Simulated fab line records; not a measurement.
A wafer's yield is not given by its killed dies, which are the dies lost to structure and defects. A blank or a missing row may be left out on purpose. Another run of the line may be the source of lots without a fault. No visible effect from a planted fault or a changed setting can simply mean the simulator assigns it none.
fab line records ; flow nandHarc
[record] lots = 13; wafers = 39; lastDay = 33
route steps=1302 shown A_WL_FILL@976 THIN_TSV@1265 END@1302
lots that met no fault: taken from a fault-free run of the same line
startH: hours from the record's first day to the start of the lot's first wafer shown ; waitH: time in hours since the lot's previous step ; " the same as in the row above ; L1.1+2: a single row standing in for several wafers ; - no value, or no start given ; * or withheld: withheld ; < > ~ a bound
route shown NAME@n: names a module that has steps shown in the file, with the first one's number in the route ; usual: the fault-free wafers' mean and standard deviation ; same: alike in all rows ; chamber/n: place in a boat ; sites: each site's reading ; _std_site: the standard deviation of these ; _edge_site: mean of outer sites minus mean of inner sites ; radiusMm: for every site, how far away it sits from the centre of the wafer ; mask NAME#n: copy n ; behind: tool/chamber where the wafer was last shaped ; hold: why the lot was held/for how many hours/how that ended ; device: transistor that didn't switch, given as n, p or np ; end of line: the route-end tests of the same wafers ; a step without rows: its recipe alone ; killed: at the first sort, the dies lost to defects and structure; wafer yield is something else ; map: dies across one wafer; x = killed, . = not, _ = none there
set.NAME: the run value of the setting; set.NAME@STEP: its run value at that earlier step ; model.NAME: the simulator's own value behind a step, which no gauge read
a sample of lots followed through the steps of the route, with each step as a table and each wafer as a row
services: from which hour (startH, from the record's first day; less than 0 if before it) a tool's chamber was out of use, for how many hours, and why
[[steps]]
[step NHARC_A_WL_FILL_CVD_20]
[recipe] targetThkA = 1000; tempC = 400; pressureTorr = 40; wf6FlowSccm = 40; h2FlowSccm = 1600; arFlowSccm = 1560; timeS = 74; material = W
[usual] heaterPowerOuterW = 487/32; heaterPowerW = 788/70; susceptorTempC = 399.99/0.2; throttleValvePct = 8.10/0.16
lot.wafer;tool;chamber;startH;waitH;heaterPowerOuterW;heaterPowerW;susceptorTempC;throttleValvePct
L808.2;cvdW-01;0;485.13;-;515;870;-;7.77
L808.1;cvdW-01;1;485.13;-;469;732;-;8.11
L808.4;cvdW-01;0;485.13;-;492;885;-;7.88
L810.2;cvdW-01;0;500.37;-;513;874;400.20;7.97
L810.4;cvdW-01;0;500.37;-;504;897;400.33;8.03
L810.3;cvdW-01;1;500.37;-;477;744;400.02;8.34
L812.2;cvdW-01;1;514.90;-;473;738;399.81;8.28
L812.3;cvdW-01;1;514.90;-;460;736;399.58;8.28
L812.4;cvdW-01;0;514.90;-;508;878;400.07;7.97
L821.2;cvdW-01;0;608.87;-;478;810;-;7.86
L821.3;cvdW-01;0;608.87;-;475;821;-;8.11
L821.6;cvdW-01;0;608.87;-;477;813;-;8.06
L820.2;cvdW-01;0;608.99;-;486;833;-;8.34
L820.3;cvdW-01;0;608.99;-;484;818;-;8.29
L820.4;cvdW-01;1;608.99;-;482;754;-;8.06
L823.3;cvdW-01;0;624.73;-;481;818;399.93;8.17
L823.5;cvdW-01;1;624.73;-;484;769;399.80;7.88
L823.6;cvdW-01;0;624.73;-;469;823;400.25;8.09
L824.1;cvdW-02;1;652.40;-;446;676;400.07;8.22
L824.2;cvdW-02;0;652.40;-;510;825;399.88;8.27
L824.3;cvdW-02;1;652.40;-;439;666;399.90;7.99
L825.2;cvdW-01;1;652.42;-;482;757;-;8.17
L825.3;cvdW-01;0;652.42;-;475;807;-;7.98
L825.6;cvdW-01;1;652.42;-;497;765;-;8.42
L827.2;cvdW-01;1;669.66;-;483;771;-;8.07
L827.3;cvdW-01;0;669.66;-;467;803;-;8.11
L827.5;cvdW-01;1;669.66;-;480;734;-;8.39
L826.3;cvdW-02;1;673.85;-;435;684;-;7.87
L826.4;cvdW-02;0;673.85;-;516;824;-;7.93
L826.5;cvdW-02;1;673.85;-;449;672;-;8.03
L829.3;cvdW-02;0;689.10;-;494;826;399.68;8.10
L829.6;cvdW-02;0;689.10;-;508;812;400.00;7.99
L829.5;cvdW-02;1;689.10;-;435;675;399.85;8.13
L828.1;cvdW-02;1;689.22;-;440;690;399.96;7.85
L828.3;cvdW-02;0;689.22;-;505;829;399.75;8.04
L828.4;cvdW-02;1;689.22;-;433;684;399.87;8.14
L830.1;cvdW-01;1;702.56;-;491;762;-;8.34
L830.3;cvdW-01;1;702.56;-;484;737;-;8.22
L830.5;cvdW-01;0;702.56;-;469;814;-;8.05
[step NHARC_THIN_TSV_STRIP_45]
[recipe] powerW = 1500; tempC = 250; chemistry = O2
[usual] drypumpMotorCurrentA = 5.7/0.32; heaterPowerW = 342/34
lot.wafer;tool;chamber;startH;waitH;drypumpMotorCurrentA;heaterPowerW;rfHoursCounterH
L808.1;plasmaAsher-01;0;546.86;0.1;5.4;379;5
L808.2;plasmaAsher-01;1;546.86;0.1;6.1;304;5
L808.4;plasmaAsher-01;1;546.86;0.1;6.1;300;-
L810.2;plasmaAsher-01;0;564.41;0.1;5.4;383;10
L810.4;plasmaAsher-01;0;564.41;0.1;5.4;374;-
L810.3;plasmaAsher-01;1;564.41;0.1;6.1;305;-
L812.2;plasmaAsher-01;1;575.27;0.1;6.1;295;12
L812.4;plasmaAsher-01;1;575.27;0.1;6.1;303;-
L812.3;plasmaAsher-01;0;575.27;0.1;5.4;371;-
L821.2;plasmaAsher-02;1;673.71;0.1;6.0;356;11
L821.3;plasmaAsher-02;1;673.71;0.1;6.0;351;-
L821.6;plasmaAsher-02;0;673.71;0.1;5.4;338;-
L820.2;plasmaAsher-01;0;674.97;0.2;5.4;372;31
L820.4;plasmaAsher-01;1;674.97;0.2;6.1;300;-
L820.3;plasmaAsher-01;0;674.97;0.2;5.4;372;-
L823.3;plasmaAsher-01;1;689.35;0.2;6.1;300;-
L823.5;plasmaAsher-01;0;689.35;0.2;5.4;374;-
L823.6;plasmaAsher-01;1;689.35;0.2;6.1;304;-
L824.2;plasmaAsher-01;1;718.94;0.1;6.1;298;2
L824.1;plasmaAsher-01;0;718.94;0.1;5.4;378;2
L824.3;plasmaAsher-01;1;718.94;0.1;6.1;292;-
L825.2;plasmaAsher-02;1;720.27;0.1;5.9;356;22
L825.3;plasmaAsher-02;1;720.27;0.1;5.9;354;-
L825.6;plasmaAsher-02;1;720.27;0.1;5.9;345;-
L827.2;plasmaAsher-01;1;735.18;0.1;6.1;289;6
L827.3;plasmaAsher-01;0;735.18;0.1;5.4;377;-
L827.5;plasmaAsher-01;1;735.18;0.1;6.1;291;-
L826.4;plasmaAsher-01;0;736.76;0.2;5.4;380;-
L826.3;plasmaAsher-01;1;736.76;0.2;6.1;295;-
L826.5;plasmaAsher-01;1;736.76;0.2;6.1;295;-
L829.3;plasmaAsher-01;0;758.11;0.2;5.4;375;-
L829.6;plasmaAsher-01;0;758.11;0.2;5.4;374;-
L829.5;plasmaAsher-01;1;758.11;0.2;6.1;290;-
L828.1;plasmaAsher-02;1;759.21;0.1;5.9;349;32
L828.3;plasmaAsher-02;1;759.21;0.1;5.9;360;-
L828.4;plasmaAsher-02;0;759.21;0.1;5.4;339;-
L830.1;plasmaAsher-02;1;765.12;0.1;5.9;365;33
L830.3;plasmaAsher-02;0;765.12;0.1;5.5;344;-
L830.5;plasmaAsher-02;0;765.12;0.1;5.4;328;-
[step NHARC_THIN_TSV_ETCHBACK_48]
[recipe] targetDepthA = 10285; overEtchFrac = 0.3; timeS = 405.17; ionEnergyEv = 250; c4f8FlowSccm = withheld; arFlowSccm = withheld; rfW = 600; biasW = 300; chemistry = C4F8/Ar
[usual] oesProductAu = 0.938/0.029; rfVppV = 546/3.2
lot.wafer;tool;chamber;startH;waitH;oesProductAu;rfHoursCounterH;rfVppV
L808.1;rieDiel-05;2;548.06;-;0.908;7.4;550
L808.2;rieDiel-05;3;548.06;-;0.931;5.7;542
L808.4;rieDiel-05;1;548.06;-;0.925;7.4;545
L810.2;rieDiel-04;2;565.61;-;0.938;2.2;548
L810.4;rieDiel-04;3;565.61;-;0.928;2.0;548
L810.3;rieDiel-04;0;565.61;-;0.924;1.8;542
L812.3;rieDiel-05;1;576.47;-;0.915;8.7;544
L812.2;rieDiel-05;3;576.47;-;0.919;7.1;541
L812.4;rieDiel-05;0;576.47;-;0.912;8.0;547
L821.3;rieDiel-04;0;674.94;-;0.926;7.4;542
L821.2;rieDiel-04;1;674.94;-;0.922;7.9;551
L821.6;rieDiel-04;3;674.94;-;0.938;-;546
L820.4;rieDiel-04;0;676.14;-;0.931;7.6;544
L820.3;rieDiel-04;2;676.14;-;0.917;7.2;546
L820.2;rieDiel-04;3;676.14;-;0.948;7.8;546
L823.3;rieDiel-04;3;690.65;-;0.942;8.3;546
L823.6;rieDiel-04;0;690.65;-;0.918;-;543
L823.5;rieDiel-04;1;690.65;-;0.917;-;552
L824.3;rieDiel-06;1;720.14;-;0.969;2.2;543
L824.2;rieDiel-06;3;720.14;-;0.940;1.3;545
L824.1;rieDiel-06;0;720.14;-;0.949;2.2;551
L825.3;rieDiel-05;2;721.49;-;0.934;6.3;549
L825.2;rieDiel-05;3;721.49;-;0.933;6.1;544
L825.6;rieDiel-05;0;721.49;-;0.910;-;547
L827.3;rieDiel-04;3;736.33;-;0.964;1.2;544
L827.2;rieDiel-04;2;736.33;-;0.949;1.0;548
L827.5;rieDiel-04;0;736.33;-;0.955;-;545
L826.4;rieDiel-04;1;737.90;-;1.007;1.6;549
L826.3;rieDiel-04;3;737.90;-;1.010;1.5;546
L826.5;rieDiel-04;0;737.90;-;0.989;-;543
L829.3;rieDiel-06;1;759.26;-;0.916;3.9;542
L829.5;rieDiel-06;0;759.26;-;0.929;-;553
L829.6;rieDiel-06;1;759.26;-;0.920;-;541
L828.1;rieDiel-05;1;760.41;-;0.905;5.5;546
L828.4;rieDiel-05;2;760.41;-;0.947;8.1;551
L828.3;rieDiel-05;0;760.41;-;0.913;7.8;545
L830.1;rieDiel-04;3;766.32;-;0.926;3.7;546
L830.3;rieDiel-04;0;766.32;-;0.896;4.4;544
L830.5;rieDiel-04;2;766.32;-;0.912;-;547
[step NHARC_THIN_TSV_STRIP_62]
[recipe] powerW = 1500; tempC = 250; timeS = 20; chemistry = N2/H2
[usual] drypumpMotorCurrentA = 5.7/0.32; heaterPowerW = 343/35
lot.wafer;tool;chamber;startH;waitH;drypumpMotorCurrentA;heaterPowerW;rfHoursCounterH
L808.2;plasmaAsher-02;0;548.42;-;5.5;335;24
L808.1;plasmaAsher-02;1;548.42;-;5.9;379;24
L808.4;plasmaAsher-02;1;548.42;-;5.9;378;-
L810.2;plasmaAsher-02;1;565.99;-;5.9;376;26
L810.4;plasmaAsher-02;0;565.99;-;5.4;339;-
L810.3;plasmaAsher-02;1;565.99;-;5.9;371;-
L812.2;plasmaAsher-02;1;576.82;-;5.9;371;29
L812.3;plasmaAsher-02;1;576.82;-;5.9;373;-
L812.4;plasmaAsher-02;0;576.82;-;5.5;337;-
L821.2;plasmaAsher-01;1;675.25;-;6.1;302;31
L821.3;plasmaAsher-01;0;675.25;-;5.4;371;-
L821.6;plasmaAsher-01;1;675.25;-;6.1;304;-
L820.2;plasmaAsher-01;1;676.52;-;6.1;305;31
L820.4;plasmaAsher-01;0;676.52;-;5.4;367;-
L820.3;plasmaAsher-01;1;676.52;-;6.0;305;-
L823.3;plasmaAsher-01;1;690.94;-;6.1;302;-
L823.5;plasmaAsher-01;1;690.94;-;6.1;299;-
L823.6;plasmaAsher-01;0;690.94;-;5.4;378;-
L824.2;plasmaAsher-01;0;720.50;-;5.4;383;3
L824.1;plasmaAsher-01;1;720.50;-;6.0;293;3
L824.3;plasmaAsher-01;0;720.50;-;5.4;380;-
L825.2;plasmaAsher-02;1;721.92;-;6.0;358;23
L825.3;plasmaAsher-02;1;721.92;-;6.0;347;-
L825.6;plasmaAsher-02;1;721.92;-;6.0;351;-
L827.2;plasmaAsher-01;0;736.95;-;5.4;379;6
L827.3;plasmaAsher-01;1;736.95;-;6.0;292;-
L827.5;plasmaAsher-01;1;736.95;-;6.0;296;-
L826.3;plasmaAsher-02;0;738.26;-;5.4;334;-
L826.4;plasmaAsher-02;1;738.26;-;5.9;346;-
L826.5;plasmaAsher-02;0;738.26;-;5.4;334;-
L829.3;plasmaAsher-01;0;759.64;-;5.4;395;-
L829.6;plasmaAsher-01;1;759.64;-;6.1;294;-
L829.5;plasmaAsher-01;0;759.64;-;5.4;377;-
L828.1;plasmaAsher-01;0;760.76;-;5.4;381;11
L828.4;plasmaAsher-01;0;760.76;-;5.4;375;-
L828.3;plasmaAsher-01;1;760.76;-;6.1;295;-
L830.1;plasmaAsher-01;0;767.16;-;5.4;376;13
L830.3;plasmaAsher-01;1;767.16;-;6.1;300;-
L830.5;plasmaAsher-01;1;767.16;-;6.0;295;-
[step NHARC_END_SORT_01]
[recipe] tempC = 25
[usual] killedAtArray = 55/22; killedAtOther = 0.9/1.2; killedAtPeriphery = 3.6/2.3; killedDies = 60/22; killedOpen = 3.2/1.9; killedShort = 2.5/1.6
[same] grossDies = 677
lot.wafer;tool;chamber;startH;waitH;killedAtArray;killedAtOther;killedAtPeriphery;killedDies;killedOpen;killedShort
L812.2;prober-02;0;590.07;2.8;153;0;2;155;1;3
L812.3;prober-02;0;590.88;3.1;140;0;3;143;2;2
L812.4;prober-02;0;591.68;3.4;77;0;3;80;3;2
L821.2;prober-01;0;688.31;2.8;66;0;1;67;2;2
L821.3;prober-01;0;689.11;3.1;71;0;2;73;5;1
L821.6;prober-01;0;691.52;4.0;74;1;4;79;4;3
// killed by level:class
L812.2 A_WL_FILL:unspecified=58 A_CHANNEL_HOLE_D1:chamberFilmFlake=33 A_SLIT:chamberFilmFlake=26 A_CHANNEL_HOLE_D2:chamberFilmFlake=25 A_WL_FILL:geometricParticle:short=3 A_CHANNEL_FILL_D1:chamberFilmFlake=3 A_WL_FILL:chamberFilmFlake=2 A_CONTACT:chamberFilmFlake=2
L812.3 A_WL_FILL:unspecified=57 A_CHANNEL_HOLE_D1:chamberFilmFlake=26 A_SLIT:chamberFilmFlake=25 A_CHANNEL_HOLE_D2:chamberFilmFlake=20 A_CONTACT:chamberFilmFlake=7 P_CONTACT:geometricParticle:short=1 P_M1:geometricParticle:open=1 A_SOURCE_PLATE:geometricParticle:open=1
L812.4 A_CHANNEL_HOLE_D2:chamberFilmFlake=27 A_CHANNEL_HOLE_D1:chamberFilmFlake=26 A_SLIT:chamberFilmFlake=17 A_CONTACT:chamberFilmFlake=2 P_M0:geometricParticle:open=1 A_DECK1_JOINT:geometricParticle:short=1 A_SGD_CUT:geometricParticle:open=1 A_WL_FILL:geometricParticle:short=1
L821.2 A_CHANNEL_HOLE_D1:chamberFilmFlake=37 A_CHANNEL_HOLE_D2:chamberFilmFlake=13 A_CONTACT:chamberFilmFlake=6 A_SLIT:chamberFilmFlake=3 A_ZERO_WELL:chamberFilmFlake=2 P_CONTACT:geometricParticle:open=1 A_CHANNEL_FILL_D1:geometricParticle:short=1 A_CHANNEL_FILL_D2:geometricParticle:short=1
L821.3 A_CHANNEL_HOLE_D1:chamberFilmFlake=38 A_CHANNEL_HOLE_D2:chamberFilmFlake=20 A_CONTACT:chamberFilmFlake=5 A_CHANNEL_HOLE_D2:geometricParticle:open=2 A_ZERO_WELL:chamberFilmFlake=2 P_GATE:geometricParticle:open=1 P_CONTACT:geometricParticle:open=1 A_CHANNEL_FILL_D2:geometricParticle:short=1
L821.6 A_CHANNEL_HOLE_D1:chamberFilmFlake=35 A_CHANNEL_HOLE_D2:chamberFilmFlake=21 A_CONTACT:chamberFilmFlake=10 A_SLIT:chamberFilmFlake=2 P_CONTACT:geometricParticle:open=1 P_M0:geometricParticle:open=1 P_BONDPAD:geometricParticle:short=1 A_ONON_D1:geometricParticle:short=1
[[services]]
tool;chamber;startH;hours;kind
rieDiel-05;3;508.87;6.4;repair
rieDiel-04;0;515.16;2.3;repair
plasmaAsher-01;-;519.20;9.0;pm
rieDiel-05;0;524.36;6.7;repair
rieDiel-04;-;531.90;9.0;pm
cvdW-01;-;547.00;13.0;pm
plasmaAsher-02;-;552.38;3.5;repair
rieDiel-04;-;562.52;0.2;repair
rieDiel-05;2;570.26;6.1;repair
rieDiel-05;-;583.73;9.0;pm
plasmaAsher-02;-;603.30;9.0;pm
plasmaAsher-02;-;624.60;5.3;repair
cvdW-02;-;631.00;13.0;pm
rieDiel-04;2;634.84;13.5;repair
rieDiel-05;3;649.22;3.5;repair
rieDiel-05;1;689.59;38.9;repair
plasmaAsher-01;-;696.20;9.0;pm
cvdW-01;0;706.27;9.2;repair
rieDiel-04;-;708.90;9.0;pm
cvdW-01;-;728.00;13.0;pm
rieDiel-05;0;740.64;8.2;repair
cvdW-02;-;740.90;1.0;repair
cvdW-01;-;760.47;1.2;repair
plasmaAsher-02;-;765.46;3.8;repair
[[key]]
[firstSign] step = NHARC_END_SORT_01; reading = killedAtArray; direction = up; sigmas = 4.2; usual = 55; struck = 146
[effect] step = NHARC_END_SORT_01; reading = killedDies; direction = up; sigmas = 4.1; usual = 60; struck = 149
[moreKillsBornAt] NHARC_A_WL_FILL_CVD_20@cvdW-01 = 115
metAt NHARC_A_WL_FILL_CVD_20
struckLots L812
struckWafers L812.2,L812.3
testerLeftOut L812
notActingAt NHARC_THIN_TSV_STRIP_45,NHARC_THIN_TSV_ETCHBACK_48,NHARC_THIN_TSV_STRIP_62
onsetBetween 500.37 514.90
[fault] kind = chamberParticleSource; tool = cvdW-01; chamber = 1; onsetH = 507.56; steps = NHARC_A_WL_FILL_CVD_20; ratePerVisitCm2 = 1.9026; endH = 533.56
// testerLeftOut: of these lots the tester's yield and bins aren't shown, on N5 and GAA mostly nor the transistor test; their killed dies are dies lost to structure and defects alone, not to doping, threshold or leakage, so they don't give the yield
